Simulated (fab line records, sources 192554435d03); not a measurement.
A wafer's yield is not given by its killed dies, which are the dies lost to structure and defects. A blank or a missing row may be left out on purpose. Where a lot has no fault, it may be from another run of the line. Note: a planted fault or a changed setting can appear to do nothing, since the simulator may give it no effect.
Chamber matching | flow n5_finfet | N5_BEOL_M9_CURE_72 on uv_cure-02 has 3 sister chambers
The step cures SiCOH lowk, time 120 s. 18 wafers are shown with their chamber, then 9 later ones without.

## WAFERS, EACH WITH ITS CHAMBER
wafer  | chamber | wafer_temp_C_max | lamp_power_pct (%)
L075.1 | 1       | 371.6            | 52.33
L075.3 | 1       | 372.0            | 52.37
L075.6 | 1       | 371.7            | 52.36
L076.1 | 2       | 372.9            | 52.38
L076.3 | 2       | 371.5            | 52.29
L076.5 | 2       | 372.6            | 52.39
L082.2 | 2       | 371.1            | 52.33
L082.3 | 2       | 371.6            | 52.31
L082.6 | 2       | 372.1            | 52.31
L084.4 | 0       | 371.2            | 52.37
L084.5 | 0       | 372.0            | 52.28
L084.6 | 0       | 371.0            | 52.38
L092.1 | 1       | 371.4            | 52.35
L092.2 | 1       | 371.2            | 52.32
L092.3 | 1       | 371.5            | 52.29
L095.1 | 2       | 372.1            | 52.39
L095.4 | 2       | 372.4            | 52.40
L095.5 | 2       | 372.0            | 52.34

SIGNATURES (averages over the wafers above)
reading          | chamber 0 | chamber 1 | chamber 2 | scatter within a chamber
wafer_temp_C_max | 371.400   | 371.567   | 372.033   | 0.483
lamp_power_pct   | 52.3433   | 52.3367   | 52.3489   | 0.0402
Rule: for a wafer and a chamber, the distance is found by dividing, reading by reading, the gap between the wafer's reading and the chamber's mean by the reading's scatter, squaring, summing and taking the root. The wafer belongs to the nearest chamber; if the next one is less than 2 further off, it can't be placed. The scatter: take each reading less its chamber's mean, square it, sum over the shown wafers, divide by the number of wafers less the number of chambers, and take the root.

## WAFERS WITH NO CHAMBER GIVEN
wafer  | wafer_temp_C_max | lamp_power_pct (%)
L097.2 | 372.0            | 52.29
L097.3 | 371.6            | 52.37
L097.6 | 371.9            | 52.33
L094.1 | 371.7            | 52.35
L094.4 | 371.5            | 52.21
L094.6 | 371.8            | 52.28
L096.3 | 372.0            | 52.28
L096.4 | 372.4            | 52.33
L096.6 | 372.5            | 52.32

## CHAMBER TAKEN BY EACH
wafer  | from the rows above          | in truth
L097.2 | can't be placed: 2 or 1 or 0 | 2
L097.3 | can't be placed: 0 or 1 or 2 | 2
L097.6 | can't be placed: 2 or 1 or 0 | 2
L094.1 | can't be placed: 1 or 0 or 2 | 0
L094.4 | can't be placed: 1 or 0 or 2 | 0
L094.6 | can't be placed: 1 or 0 or 2 | 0
L096.3 | can't be placed: 1 or 2 or 0 | 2
L096.4 | can't be placed: 2 or 1 or 0 | 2
L096.6 | can't be placed: 2 or 1 or 0 | 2
0 of 9 placed correctly. Can't be placed from these rows: 9 (the true chamber is among the candidates in 9). Placed wrongly: 0.
